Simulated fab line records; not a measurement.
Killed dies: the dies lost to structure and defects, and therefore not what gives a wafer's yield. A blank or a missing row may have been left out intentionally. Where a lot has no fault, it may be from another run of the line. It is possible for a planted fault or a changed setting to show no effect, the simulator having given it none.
Which tool did it? | flow n5Finfet | 36 wafers from 12 lots sampled at 2 of the route's 1938 steps

WHAT THE GAUGES READ, wafer by wafer
N5_BEOL_M13_INSPECT_55: inspects for defects (darkfield).
lot  | measured     | on               | rawDefectCount
L075 | day 14 00:26 | defectInspect-02 | 75 45 76
L077 | day 14 12:43 | defectInspect-02 | 89 85 75
L080 | day 15 06:34 | defectInspect-01 | 42 46 52
L083 | day 15 13:04 | defectInspect-02 | 75 46 64
L084 | day 15 23:02 | defectInspect-01 | 81 85 99
L092 | day 16 13:53 | defectInspect-01 | 42 45 49
L088 | day 17 02:17 | defectInspect-01 | 71 68 77
L089 | day 17 11:50 | defectInspect-02 | 71 62 80
L091 | day 17 20:14 | defectInspect-01 | 173 51 82
L097 | day 18 23:18 | defectInspect-01 | 63 53 57
L079 | day 19 04:04 | defectInspect-02 | 105 53 95
L095 | day 19 22:56 | defectInspect-01 | 69 76 70

WHAT TOOL EACH LOT RAN ON (gives the tool, then ch and the chambers of the sampled wafers, and finally the start)
lot  | N5_BEOL_M13_ANNEAL_48
L075 | rtpAnneal-01 ch 0, day 13 23:43
L077 | rtpAnneal-01 ch 0, day 14 11:57
L080 | rtpAnneal-02 ch 0, day 15 05:49
L083 | rtpAnneal-01 ch 0, day 15 12:20
L084 | rtpAnneal-02 ch 0, day 15 22:23
L092 | rtpAnneal-01 ch 0, day 16 13:11
L088 | rtpAnneal-01 ch 0, day 17 01:35
L089 | rtpAnneal-02 ch 0, day 17 11:07
L091 | rtpAnneal-01 ch 0, day 17 19:29
L097 | rtpAnneal-02 ch 0, day 18 22:33
L079 | rtpAnneal-01 ch 0, day 19 03:19
L095 | rtpAnneal-02 ch 0, day 19 22:12
- N5_BEOL_M13_ANNEAL_48: time 90 s.

THE ANSWER, worked out from the rows above alone
Rule: the usual values come from the lots themselves. Put in order of their means at a reading, lots are off if they are a third of the lots or fewer, leave a main group of 4 or more, and stand apart from it by a gap of 3 or more times the standard deviation of the main group's means; of several such gaps the widest counts. The tables above print the reading to a certain number of digits; a main group whose means all agree to those digits is not used. Also off: a lot with no number at a reading for which 4 or more lots have one. Any other lot the step has rows for is counted as sound.
None of the lots is off at any reading shown; this tells nothing.

WHAT THE SIMULATOR HAD PUT IN
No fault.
